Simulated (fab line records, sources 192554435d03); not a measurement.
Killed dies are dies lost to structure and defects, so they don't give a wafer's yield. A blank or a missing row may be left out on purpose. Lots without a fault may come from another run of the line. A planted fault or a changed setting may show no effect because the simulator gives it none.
Problem report in the 8D (eight disciplines) form, filled by code | flow n5_finfet | the parts of the form that need people (team, actions taken, sign-off) are left out

1. THE PROBLEM
spin_speed_rpm at N5_BEOL_M10_COAT_64 reads a mean of 1628.7 rpm on 6 wafers of 2 lots; wafers without a fault read 1499.9 rpm with a standard deviation of 1.2. That is +99 or more standard deviations from the usual mean.
The step: time 60 s, resist thk 30 nm.
First seen on wafer L510.2, day 11 13:44, on litho_track-02. The record holds 33 wafers of 11 lots with a number at this step. Rule for "out", or "out of limits": more than 4 standard deviations from the usual mean. The other wafers with a number count as sound.

2. WHAT IT IS AND WHAT IT IS NOT
question                    | is                     | is not
which readings at this step | spin_speed_rpm         | -
which lots                  | L510, L513             | L508, L509, L511, L514, L515, L519, L521, L526, L529
which wafers of those lots  | all that have a number | -
read on which tools         | litho_track-02         | litho_track-01, litho_track-04
when                        | from day 11 13:44      | up to then (9 sound wafers); but 18 sound wafers of L514, L515, L519, L521, L526, L529 came after

3. SUSPECTS, AND WHAT RULES EACH OUT
Counting: a tool at a process step up to the reading stays a suspect if it ran every lot that is out and no sound lot after the first of them.
- litho_track-02 at N5_BEOL_M10_COAT_64 (time 60 s, resist thk 30 nm): ruled out as a lasting fault. Sound lots L526 ran on it after its first lot that is out, L510 (day 11 13:44).
Left after counting: nothing in the record.

4. THE CAUSE (what the simulator had put in)
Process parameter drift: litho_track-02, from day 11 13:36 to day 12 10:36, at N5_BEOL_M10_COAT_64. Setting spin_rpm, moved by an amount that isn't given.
Counting ruled it out, wrongly.

5. THE CHAIN OF EFFECTS, in route order
Each row: a reading whose mean over the struck wafers that have a number lies more than 3 standard deviations from the usual. Only readings for which the record gives a usual standard deviation are gone through. hours: the time from each lot's start at the first step in this table that gives one to its start at this step, as a median over the lots. sigmas: the change in usual standard deviations.
hours | step                | reading        | usual      | on struck wafers | change | sigmas
0     | N5_BEOL_M10_COAT_64 | spin_speed_rpm | 1499.9 rpm | 1628.7           | +128.8 | +99 or more
The process steps in it:
- N5_BEOL_M10_COAT_64: time 60 s, resist thk 30 nm.

6. WHAT WOULD HAVE CAUGHT IT SOONER
In this record the first reading out of limits was taken at day 11 13:44, 0 hours after the fault began at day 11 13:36.
